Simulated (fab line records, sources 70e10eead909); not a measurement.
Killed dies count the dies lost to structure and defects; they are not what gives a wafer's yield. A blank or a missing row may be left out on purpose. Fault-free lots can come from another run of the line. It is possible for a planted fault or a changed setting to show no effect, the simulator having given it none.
Struck lot and sound lot, side by side    flow nandHarc    15 steps out of a route of 1302
Sound: these wafers, L467.2, L467.3, L467.6. Struck: wafer L474.6. (L474.3, L474.5 of the same lot were not struck and are left out.) The cause comes at the end.
Each step with rows lists, per side, the tool, then ch with its chambers, then its first start. Under that, the readings that differ: sound wafers    struck wafers    difference of the means    sigmas: that difference in standard deviations of wafers without a fault.
alike: readings whose means differ by less than 2 such deviations, and words and numbers that are the same on both sides. not compared: withheld readings, readings that some wafer has no value for, bounds like >300 that may hide the same value, and numbers for which the record gives no deviation and whose values overlap.
A row with sigmas, a row that says differs or no value, or rows on one side alone: a step with any of these is where the two part. When numbers do not overlap yet have no deviation, they are printed without sigmas and do not part them. A reading missing from all wafers of one side parts the sides only when that side holds two or more wafers.

first, 5 steps without rows for these wafers: NHARC_A_CONTACT_SOFTBAKE_37 (time 55 s); NHARC_A_CONTACT_EBR_38; NHARC_A_CONTACT_EXPOSE_39 (exposes mask A CC 3); NHARC_A_CONTACT_PEB_40 (peb time 65 s); NHARC_A_CONTACT_DEVELOP_41 (develop time 35 s).
NHARC_A_CONTACT_CD_MEAS_42: the cd target is 300 nm.
  sound on cdSem-02 ch 0, day 22 05:22; struck on cdSem-02 ch 0, day 24 00:05
  alike: cdNm
NHARC_A_CONTACT_OVL_MEAS_43:
  sound on overlay-02 at day 22 05:26; struck on overlay-01 at day 24 00:11
  alike: overlayXNm, overlayYNm
NHARC_A_CONTACT_INSPECT_44:
  sound on defectInspect-02 at day 22 05:29; struck on defectInspect-01 at day 24 00:13
  alike: rawDefectCount
NHARC_A_CONTACT_DESCUM_47: chemistry O2, time 3 s.
  sound on rieDiel-01 ch 1,2,3, day 22 05:32; struck on rieDiel-01 ch 2, day 24 00:16
  alike: drypumpMotorCurrentA, oesProductAu, rfVppV, showerheadPlenumPTorr, throttleValvePct
  not compared: rfHoursCounterH
NHARC_A_CONTACT_ETCH_48: etches the open film in CF4, target depth 39 nm, time 65 s.
  sound on rieDiel-01 ch 0,1, day 22 05:37; struck on rieDiel-01 ch 2, day 24 00:22
  alike: drypumpMotorCurrentA, oesProductAu, rfVppV, runLengthS, showerheadPlenumPTorr, throttleValvePct
  not compared: rfHoursCounterH
NHARC_A_CONTACT_ETCH_49: etches the open film in N2/H2, target depth 260 nm, time 475.3 s.
  sound on rieDiel-01 ch 1,2; struck on rieDiel-01 ch 1
  alike: drypumpMotorCurrentA, oesProductAu, rfVppV, runLengthS, showerheadPlenumPTorr, throttleValvePct
  not compared: rfHoursCounterH
NHARC_A_CONTACT_ETCH_50: etches the open film in CF4/CHF3, target depth 121 nm, time 60.5 s.
  sound on rieDiel-01 ch 0,1,2; struck on rieDiel-01 ch 3
  alike: drypumpMotorCurrentA, oesProductAu, rfVppV, runLengthS, showerheadPlenumPTorr, throttleValvePct
  not compared: rfHoursCounterH
NHARC_A_CONTACT_ETCH_51: etches the open film in O2/COS, target depth 7000 nm, time 1820 s.
  sound on rieDiel-01 ch 0,2,3, day 22 06:25; struck on rieDiel-01 ch 2, day 24 01:09
reading         sound                 struck  difference  sigmas
runLengthS (s)  1840.7 1841.1 1842.4  1395.3  -446.1      -99 or more
  alike: drypumpMotorCurrentA, oesProductAu, rfVppV, showerheadPlenumPTorr, throttleValvePct
  not compared: rfHoursCounterH
NHARC_A_CONTACT_ETCH_111: etches the open film in C4F8/O2/Ar, time 140 s, target depth 700 nm.
  sound on harCapEtch-03 ch 0,1, day 22 07:22; struck on harCapEtch-02 ch 0, day 24 02:13
  alike: runLengthS
  not compared: rfHoursCounterH
-- break in the record here, with 3 days between the starts of the struck wafers on either side (left off in module A_CONTACT, picked up again in module END, where the first step shown is number 1302 on the route) --
NHARC_END_SORT_01:
  here the record holds rows for the struck wafers (prober-02 ch 0, day 27 04:04) but none for the sound ones

## WHERE THEY PART
First at NHARC_A_CONTACT_ETCH_51; last, within this record, at NHARC_END_SORT_01.

WHY: the cause the simulator had injected
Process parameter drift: rieDiel-01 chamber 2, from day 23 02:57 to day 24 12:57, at NHARC_A_CONTACT_ETCH_51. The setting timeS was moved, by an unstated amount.
